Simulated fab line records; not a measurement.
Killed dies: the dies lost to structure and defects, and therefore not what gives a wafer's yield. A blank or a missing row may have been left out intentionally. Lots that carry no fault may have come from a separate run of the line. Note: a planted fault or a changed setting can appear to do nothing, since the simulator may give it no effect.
Which of the tools did it? | flow n5 finfet | Sampling: 12 lots, 36 wafers, 3 of 1938 route steps

## WHAT EACH GAUGE READ, for each wafer
N5_BEOL_M6_CD_MEAS_35: target cd 40 nm, target cd y 28 nm.
lot  | measured     | on        | cd nm (nm)
L600 | day 8 10:13  | cd sem-01 | 40.4 40.1 39.8
L602 | day 8 16:28  | cd sem-01 | 40.5 40.1 40.0
L603 | day 9 15:19  | cd sem-03 | 40.0 40.1 40.6
L604 | day 10 01:57 | cd sem-01 | 40.3 40.5 40.1
L605 | day 10 11:53 | cd sem-02 | 40.4 40.0 39.9
L609 | day 11 02:52 | cd sem-03 | 39.0 39.6 39.4
L607 | day 11 14:17 | cd sem-01 | 40.2 40.3 40.9
L608 | day 11 14:49 | cd sem-03 | 39.7 39.2 39.6
L611 | day 12 12:16 | cd sem-02 | 39.1 38.7 39.8
L613 | day 13 00:44 | cd sem-02 | 39.7 41.0 40.4
L617 | day 13 22:19 | cd sem-01 | 40.0 39.5 40.2
L621 | day 14 13:15 | cd sem-02 | 40.0 39.5 39.3

N5_BEOL_M6_THK_MEAS_53: measures by xrf.
lot  | measured     | on            | M6_THK (nm)
L600 | day 8 12:49  | film metro-01 | 84.8 84.1 83.7
L602 | day 8 20:26  | film metro-01 | 80.0 79.3 78.7
L603 | day 9 20:21  | film metro-01 | 81.5 81.7 80.0
L604 | day 10 06:49 | film metro-02 | 81.0 82.5 81.1
L605 | day 10 14:23 | film metro-02 | 80.9 83.5 82.7
L609 | day 11 09:13 | film metro-01 | 78.9 83.1 82.6
L607 | day 11 17:00 | film metro-01 | 83.2 82.7 80.7
L608 | day 11 18:01 | film metro-02 | 81.1 81.6 81.6
L611 | day 12 14:16 | film metro-01 | 83.6 83.6 85.0
L613 | day 13 04:28 | film metro-01 | 80.6 80.1 81.0
L617 | day 14 00:36 | film metro-01 | 79.9 79.0 79.6
L621 | day 14 15:38 | film metro-01 | 80.8 84.1 81.1

## EACH LOT AND THE TOOL THAT RAN IT (in order: tool; ch and the chambers of the sampled wafers; start)
lot  | N5_BEOL_M6_ALD_77
L600 | ald metal-03 ch 0,1,2, day 8 11:11
L602 | ald metal-01 ch 1,2,3, day 8 18:47
L603 | ald metal-02 ch 0,1, day 9 18:18
L604 | ald metal-01 ch 0,1,2, day 10 03:10
L605 | ald metal-01 ch 1,2,3, day 10 12:44
L609 | ald metal-02 ch 1,2,3, day 11 07:42
L607 | ald metal-02 ch 0,1,3, day 11 15:07
L608 | ald metal-02 ch 0,2, day 11 16:38
L611 | ald metal-03 ch 0,1,2, day 12 12:59
L613 | ald metal-01 ch 0,2, day 13 01:29
L617 | ald metal-03 ch 0,2, day 13 22:57
L621 | ald metal-01 ch 0,1,2, day 14 13:56
- N5_BEOL_M6_ALD_77: deposits TaN, target thk 2 nm, pulse time 2 s, purge time 3 s.

## AS READ BY THE TOOLS THEMSELVES (means over the sampled wafers that have a number; for cases with no such wafer, the mark the record gives instead)
N5_BEOL_M6_ALD_77.
lot  | tool         | heater power w (W)
L600 | ald metal-03 | 459
L602 | ald metal-01 | 429
L603 | ald metal-02 | 390
L604 | ald metal-01 | 465
L605 | ald metal-01 | 433
L609 | ald metal-02 | 432
L607 | ald metal-02 | 420
L608 | ald metal-02 | 406
L611 | ald metal-03 | 461
L613 | ald metal-01 | 433
L617 | ald metal-03 | 446
L621 | ald metal-01 | 468

## THE ANSWER, worked out from the rows above alone
Rule: usual is defined by the lots themselves. The widest of any qualifying gaps counts: lots, ordered by their means at a reading, are off when they make up no more than a third of the lots, leave a main group of 4 or more, and stand apart from it by 3 or more times the standard deviation of that group's means. If all means in a main group match to the digits the tables above print for the reading, that group is not used. A lot without any number at a reading at which 4 lots or more have one is off too. Where the step has rows for the other lots, those lots are counted as sound. After the gauges, taken in route order, come the tools' own readings; for these a lot's mean is taken, as printed above. At the first step where some lot is off, the reading lying furthest off is the one used; lots without a number count as furthest.
None of the lots is off at any reading shown; this tells nothing.

## WHAT WAS PUT IN BY THE SIMULATOR
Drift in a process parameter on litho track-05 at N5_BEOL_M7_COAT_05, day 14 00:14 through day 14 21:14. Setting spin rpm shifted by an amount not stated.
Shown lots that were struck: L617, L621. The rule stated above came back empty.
